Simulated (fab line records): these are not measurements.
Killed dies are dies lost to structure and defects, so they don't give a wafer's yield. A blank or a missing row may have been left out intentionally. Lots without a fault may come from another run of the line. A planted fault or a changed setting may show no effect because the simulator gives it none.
What tool caused it? || flow nand harc || Sampling: 11 lots, 33 wafers, 5 of 1159 route steps

== WHAT THE GAUGES READ, wafer by wafer ==
NHARC_A_M0_THK_MEAS_24: measures by xrf.
{"lot": "L265", "measured": "day 17 11:47", "on": "film metro-02", "thk nm (nm)": "113.0 114.4 114.6"}
{"lot": "L268", "measured": "day 17 21:41", "on": "film metro-01", "thk nm (nm)": "113.4 115.5 112.4"}
{"lot": "L266", "measured": "day 17 22:53", "on": "film metro-02", "thk nm (nm)": "108.9 111.1 114.3"}
{"lot": "L270", "measured": "day 18 00:14", "on": "film metro-02", "thk nm (nm)": "114.5 116.0 114.2"}
{"lot": "L273", "measured": "day 19 13:43", "on": "film metro-01", "thk nm (nm)": "113.5 113.0 113.5"}
{"lot": "L272", "measured": "day 19 16:37", "on": "film metro-01", "thk nm (nm)": "114.6 114.8 114.5"}
{"lot": "L276", "measured": "day 20 13:11", "on": "film metro-02", "thk nm (nm)": "112.7 113.6 114.0"}
{"lot": "L280", "measured": "day 21 15:04", "on": "film metro-01", "thk nm (nm)": "115.6 113.4 114.3"}
{"lot": "L281", "measured": "day 21 21:49", "on": "film metro-01", "thk nm (nm)": "115.4 116.1 114.8"}
{"lot": "L279", "measured": "day 21 22:13", "on": "film metro-01", "thk nm (nm)": "115.6 115.5 116.8"}
{"lot": "L287", "measured": "day 23 10:08", "on": "film metro-02", "thk nm (nm)": "112.7 115.3 114.7"}

NHARC_END_SORT_01.
{"lot": "L276", "measured": "day 22 13:14", "on": "prober-02", "defect limited yield (%)": "91.4 92.2 93.1", "killed at array": "55 48 42", "killed at other": "0 0 0", "killed at periphery": "3 5 5", "killed dies": "58 53 47", "killed open": "4 3 4", "killed short": "3 1 4", "sort_bin_2_pct (%)": "1.9 1.6 2.4", "sort_bin_3_pct (%)": "0.74 0.89 0.44", "sort_bin_4_pct (%)": "5.9 5.3 4.1", "sort n pass": "619 624 630", "sort rim yield pct (%)": "98.1 93.4 100.0", "sort yield pct (%)": "91.4 92.2 93.1"}

== WHICH TOOL RAN EACH LOT (tool, then ch and the chambers of the sampled wafers, then the start) ==
{"lot": "L265", "NHARC_A_BLC_STRIP_21": "rie diel-03 ch 1,2,3, day 17 06:31", "NHARC_A_BLC_ALD_23": "ald metal-03 ch 1,2,3, day 17 07:12", "NHARC_A_M0_PVD_20": "pvd sputter-03, day 17 10:31"}
{"lot": "L268", "NHARC_A_BLC_STRIP_21": "rie diel-12 ch 0,1, day 17 13:39", "NHARC_A_BLC_ALD_23": "ald metal-02 ch 0,1, day 17 14:36", "NHARC_A_M0_PVD_20": "pvd sputter-02, day 17 20:21"}
{"lot": "L266", "NHARC_A_BLC_STRIP_21": "rie diel-08 ch 1,2,3, day 17 14:16", "NHARC_A_BLC_ALD_23": "ald metal-03 ch 0,1,3, day 17 15:19", "NHARC_A_M0_PVD_20": "pvd sputter-03, day 17 21:34"}
{"lot": "L270", "NHARC_A_BLC_STRIP_21": "rie diel-12 ch 0,2,3, day 17 15:28", "NHARC_A_BLC_ALD_23": "ald metal-02 ch 0,1,2, day 17 16:11", "NHARC_A_M0_PVD_20": "pvd sputter-03, day 17 22:56"}
{"lot": "L273", "NHARC_A_BLC_STRIP_21": "rie diel-12 ch 2,3, day 19 08:18", "NHARC_A_BLC_ALD_23": "ald metal-02 ch 1,3, day 19 08:58", "NHARC_A_M0_PVD_20": "pvd sputter-02, day 19 12:18"}
{"lot": "L272", "NHARC_A_BLC_STRIP_21": "rie diel-03 ch 0,2,3, day 19 11:18", "NHARC_A_BLC_ALD_23": "ald metal-01 ch 0,2,3, day 19 12:01", "NHARC_A_M0_PVD_20": "pvd sputter-01, day 19 15:19"}
{"lot": "L276", "NHARC_A_BLC_STRIP_21": "rie diel-03 ch 1,2,3, day 20 07:43", "NHARC_A_BLC_ALD_23": "ald metal-02 ch 1,3, day 20 08:23", "NHARC_A_M0_PVD_20": "pvd sputter-01, day 20 11:54"}
{"lot": "L280", "NHARC_A_BLC_STRIP_21": "rie diel-12 ch 0,2,3, day 21 06:59", "NHARC_A_BLC_ALD_23": "ald metal-02 ch 0,1,3, day 21 07:40", "NHARC_A_M0_PVD_20": "pvd sputter-03, day 21 13:47"}
{"lot": "L281", "NHARC_A_BLC_STRIP_21": "rie diel-12 ch 2,3, day 21 14:45", "NHARC_A_BLC_ALD_23": "ald metal-03 ch 0,1, day 21 15:25", "NHARC_A_M0_PVD_20": "pvd sputter-02, day 21 20:31"}
{"lot": "L279", "NHARC_A_BLC_STRIP_21": "rie diel-03 ch 0,1,2, day 21 16:02", "NHARC_A_BLC_ALD_23": "ald metal-02 ch 0,1,2, day 21 16:49", "NHARC_A_M0_PVD_20": "pvd sputter-01, day 21 20:56"}
{"lot": "L287", "NHARC_A_BLC_STRIP_21": "rie diel-03 ch 0,2,3, day 22 23:56", "NHARC_A_BLC_ALD_23": "ald metal-02 ch 1,2, day 23 00:40", "NHARC_A_M0_PVD_20": "pvd sputter-02, day 23 08:52"}
- NHARC_A_BLC_STRIP_21: strips in O2.
- NHARC_A_BLC_ALD_23: deposits TiN, target thk 3 nm, pulse time 1 s, ald cycles 150.
- NHARC_A_M0_PVD_20: deposits TaN, target thk 5 nm, time 8.06 s.

== WHAT THE TOOLS THEMSELVES READ (means of the sampled wafers that have a number; where no wafer has one, the mark that the record gives instead) ==
NHARC_A_BLC_STRIP_21.
{"lot": "L265", "tool": "rie diel-03", "drypump motor current A (A)": 5.3, "oes product au (a.u.)": 1.000, "rf vpp V (V)": 56.8, "showerhead plenum p Torr (Torr)": 3.37, "throttle valve pct (%)": 17.029}
{"lot": "L268", "tool": "rie diel-12", "drypump motor current A (A)": 5.4, "oes product au (a.u.)": 1.002, "rf vpp V (V)": 57.6, "showerhead plenum p Torr (Torr)": 3.58, "throttle valve pct (%)": 17.054}
{"lot": "L266", "tool": "rie diel-08", "drypump motor current A (A)": 5.5, "oes product au (a.u.)": 1.003, "rf vpp V (V)": 58.1, "showerhead plenum p Torr (Torr)": 3.45, "throttle valve pct (%)": 17.046}
{"lot": "L270", "tool": "rie diel-12", "drypump motor current A (A)": 5.8, "oes product au (a.u.)": 1.001, "rf vpp V (V)": 56.9, "showerhead plenum p Torr (Torr)": 3.47, "throttle valve pct (%)": 17.036}
{"lot": "L273", "tool": "rie diel-12", "drypump motor current A (A)": 6.1, "oes product au (a.u.)": 1.005, "rf vpp V (V)": 58.6, "showerhead plenum p Torr (Torr)": 3.39, "throttle valve pct (%)": 17.038}
{"lot": "L272", "tool": "rie diel-03", "drypump motor current A (A)": 5.4, "oes product au (a.u.)": 0.999, "rf vpp V (V)": 58.1, "showerhead plenum p Torr (Torr)": 3.40, "throttle valve pct (%)": 17.040}
{"lot": "L276", "tool": "rie diel-03", "drypump motor current A (A)": 5.3, "oes product au (a.u.)": 1.011, "rf vpp V (V)": 58.3, "showerhead plenum p Torr (Torr)": 3.37, "throttle valve pct (%)": 17.036}
{"lot": "L280", "tool": "rie diel-12", "drypump motor current A (A)": 5.8, "oes product au (a.u.)": 1.003, "rf vpp V (V)": 58.0, "showerhead plenum p Torr (Torr)": 3.46, "throttle valve pct (%)": 17.037}
{"lot": "L281", "tool": "rie diel-12", "drypump motor current A (A)": 5.9, "oes product au (a.u.)": 0.995, "rf vpp V (V)": 57.2, "showerhead plenum p Torr (Torr)": 3.48, "throttle valve pct (%)": 17.029}
{"lot": "L279", "tool": "rie diel-03", "drypump motor current A (A)": 5.1, "oes product au (a.u.)": 1.001, "rf vpp V (V)": 57.3, "showerhead plenum p Torr (Torr)": 3.48, "throttle valve pct (%)": 17.026}
{"lot": "L287", "tool": "rie diel-03", "drypump motor current A (A)": 5.4, "oes product au (a.u.)": 0.996, "rf vpp V (V)": 56.7, "showerhead plenum p Torr (Torr)": 3.40, "throttle valve pct (%)": 17.040}

NHARC_A_BLC_ALD_23.
{"lot": "L265", "tool": "ald metal-03", "heater power w (W)": 1000, "precursor pulse height rel": 0.999}
{"lot": "L268", "tool": "ald metal-02", "heater power w (W)": 997, "precursor pulse height rel": 1.002}
{"lot": "L266", "tool": "ald metal-03", "heater power w (W)": 1031, "precursor pulse height rel": 1.026}
{"lot": "L270", "tool": "ald metal-02", "heater power w (W)": 1040, "precursor pulse height rel": 1.030}
{"lot": "L273", "tool": "ald metal-02", "heater power w (W)": 1016, "precursor pulse height rel": 0.997}
{"lot": "L272", "tool": "ald metal-01", "heater power w (W)": 1131, "precursor pulse height rel": 1.012}
{"lot": "L276", "tool": "ald metal-02", "heater power w (W)": 1137, "precursor pulse height rel": 0.998}
{"lot": "L280", "tool": "ald metal-02", "heater power w (W)": 1083, "precursor pulse height rel": 0.996}
{"lot": "L281", "tool": "ald metal-03", "heater power w (W)": 1031, "precursor pulse height rel": 0.994}
{"lot": "L279", "tool": "ald metal-02", "heater power w (W)": 1064, "precursor pulse height rel": 1.006}
{"lot": "L287", "tool": "ald metal-02", "heater power w (W)": 1059, "precursor pulse height rel": 1.001}

NHARC_A_M0_PVD_20.
{"lot": "L265", "tool": "pvd sputter-03", "chamber pressure pa (Pa)": 0.11987, "throttle valve pct (%)": 30.3}
{"lot": "L268", "tool": "pvd sputter-02", "chamber pressure pa (Pa)": 0.11983, "throttle valve pct (%)": 29.4}
{"lot": "L266", "tool": "pvd sputter-03", "chamber pressure pa (Pa)": 0.11999, "throttle valve pct (%)": 29.7}
{"lot": "L270", "tool": "pvd sputter-03", "chamber pressure pa (Pa)": 0.12007, "throttle valve pct (%)": 29.5}
{"lot": "L273", "tool": "pvd sputter-02", "chamber pressure pa (Pa)": 0.11999, "throttle valve pct (%)": 30.2}
{"lot": "L272", "tool": "pvd sputter-01", "chamber pressure pa (Pa)": 0.11983, "throttle valve pct (%)": 30.0}
{"lot": "L276", "tool": "pvd sputter-01", "chamber pressure pa (Pa)": 0.11999, "throttle valve pct (%)": 31.2}
{"lot": "L280", "tool": "pvd sputter-03", "chamber pressure pa (Pa)": 0.12015, "throttle valve pct (%)": 30.2}
{"lot": "L281", "tool": "pvd sputter-02", "chamber pressure pa (Pa)": 0.12014, "throttle valve pct (%)": 30.7}
{"lot": "L279", "tool": "pvd sputter-01", "chamber pressure pa (Pa)": 0.11982, "throttle valve pct (%)": 30.5}
{"lot": "L287", "tool": "pvd sputter-02", "chamber pressure pa (Pa)": 0.12005, "throttle valve pct (%)": 29.2}

== THE ANSWER, worked out from the rows above alone ==
Rule: usual is defined by the lots themselves. The widest of any qualifying gaps counts: lots, ordered by their means at a reading, are off when they make up no more than a third of the lots, leave a main group of 4 or more, and stand apart from it by 3 or more times the standard deviation of that group's means. A main group whose means are all the same, to the digits that the tables above print for the reading, isn't used. A lot without any number at a reading at which 4 lots or more have one is off too. Where the step has rows for the other lots, those lots are counted as sound. After the gauges, taken in route order, come the tools' own readings; for these a lot's mean is taken, as printed above. At the first step where some lot is off, the reading lying furthest off is the one used; lots without a number count as furthest.
No lot is off on any of the readings shown, so nothing can be concluded from this.

== WHAT HAD BEEN PUT IN BY THE SIMULATOR ==
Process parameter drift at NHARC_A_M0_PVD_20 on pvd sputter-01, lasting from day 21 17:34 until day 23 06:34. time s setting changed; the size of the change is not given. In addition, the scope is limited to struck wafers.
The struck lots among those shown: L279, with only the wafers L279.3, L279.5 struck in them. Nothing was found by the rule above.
